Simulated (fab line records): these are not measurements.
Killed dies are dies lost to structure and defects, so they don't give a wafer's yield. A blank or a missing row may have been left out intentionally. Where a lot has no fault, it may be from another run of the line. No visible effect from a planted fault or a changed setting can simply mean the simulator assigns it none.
Comparing a struck lot with a sound one	flow nand-harc	15 steps out of a route of 1302
Sound: these wafers, L261.4, L261.5, L261.6. Struck: wafers L271.5, L271.6. (L271.4 of the same lot was not struck and is left out.) The cause comes at the end.
Per side, at each step with rows, come the tool, then ch with its chambers, and then its first start. Under that, the readings that differ: sound wafers	struck wafers	difference of the means	sigmas: that difference in standard deviations of wafers without a fault.
alike: a reading whose means differ by less than 2 such deviations, as well as words and numbers matching on both sides. not compared: withheld readings; readings where some wafer has no value; bounds like >300 that might hide an equal value; numbers whose values overlap and for which the record gives no deviation.
A row with sigmas, a row that says differs or no value, or rows on one side alone: a step with any of these is where the two part. Numbers that have no deviation but don't overlap get no sigmas and don't part them. A reading missing from all wafers of one side parts the sides only when that side holds two or more wafers.

first, 2 steps without rows for these wafers: NHARC_A_CHANNEL_HOLE_D1_STRIP_43 (strips in O2/COS); NHARC_A_CHANNEL_HOLE_D1_ETCH_44 (etches the open film in CF4/O2, target depth 140 nm, overetch 14 nm, time 77 s).
NHARC_A_CHANNEL_HOLE_D1_STRIP_27: strips in O2.
  sound on rie-diel-07 ch 0,3; struck on rie-diel-07 ch 0,1
  alike: drypump-motor-current-A, oes-product-au, rf-vpp-V, showerhead-plenum-p-Torr, throttle-valve-pct
  not compared: rf-hours-counter-h
then, 2 steps without rows for these wafers: NHARC_A_CHANNEL_HOLE_D1_PRECLEAN_28 (cleans in SC1); NHARC_A_CHANNEL_HOLE_D1_SRD_29.
NHARC_A_CHANNEL_HOLE_D1_CD_MEAS_30:
  sound on cd-sem-03, day 14 05:01; struck on cd-sem-02, day 18 05:45
  alike: cd-nm
NHARC_A_CHANNEL_HOLE_D1_XSEM_31:
  sound on xsem-01 ch 0, day 14 05:06; struck on xsem-02 ch 0, day 18 05:50
  alike: bot-cd-nm, bow-nm, tilt-deg
NHARC_A_CHANNEL_HOLE_D1_INSPECT_40:
  sound on defect-inspect-01, day 14 05:11; struck on defect-inspect-01, day 18 05:56
  alike: raw-defect-count
then, 2 steps without rows for these wafers: NHARC_A_CHANNEL_FILL_D1_PRECLEAN_00 (cleans in SC1); NHARC_A_CHANNEL_FILL_D1_SRD_01.
NHARC_A_CHANNEL_FILL_D1_ALD_02: deposits SiO2, target thk 6 nm, pulse time 10 s, ald cycles 60.
  sound on ald-hk-04 ch 0,3, day 14 05:23; struck on ald-hk-04 ch 2,3, day 18 06:12
  alike: heater-power-outer-w, heater-power-w, precursor-pulse-height-rel
  not compared: ald-cycles
NHARC_A_CHANNEL_FILL_D1_ALD_03: deposits SiNx, target thk 6 nm, pulse time 60 s, ald cycles 58.
  sound on ald-sin-batch-03 ch 0; struck on ald-sin-batch-03 ch 0
  alike: precursor-pulse-height-rel
  not compared: ald-cycles
NHARC_A_CHANNEL_FILL_D1_ALD_14: deposits SiO2, target thk 2.5 nm, pulse time 10 s, ald cycles 25.
  sound on ald-hk-03 ch 0,1, day 14 12:23; struck on ald-hk-04 ch 2,3, day 18 13:09
reading	sound	struck	difference	sigmas
ald-cycles	25 25 25	28 28	+3	
  alike: heater-power-outer-w, heater-power-w, precursor-pulse-height-rel
NHARC_A_CHANNEL_FILL_D1_ALD_15: deposits SiNx, target thk 2 nm, pulse time 60 s, ald cycles 19.
  sound on ald-sin-batch-01 ch 0; struck on ald-sin-batch-01 ch 0
  alike: precursor-pulse-height-rel
  not compared: ald-cycles
following that, these wafers have no rows for 1 step: NHARC_END_SORT_01.

== WHERE THEY PART ==
Nowhere in this record.

WHY: whatever the simulator had introduced
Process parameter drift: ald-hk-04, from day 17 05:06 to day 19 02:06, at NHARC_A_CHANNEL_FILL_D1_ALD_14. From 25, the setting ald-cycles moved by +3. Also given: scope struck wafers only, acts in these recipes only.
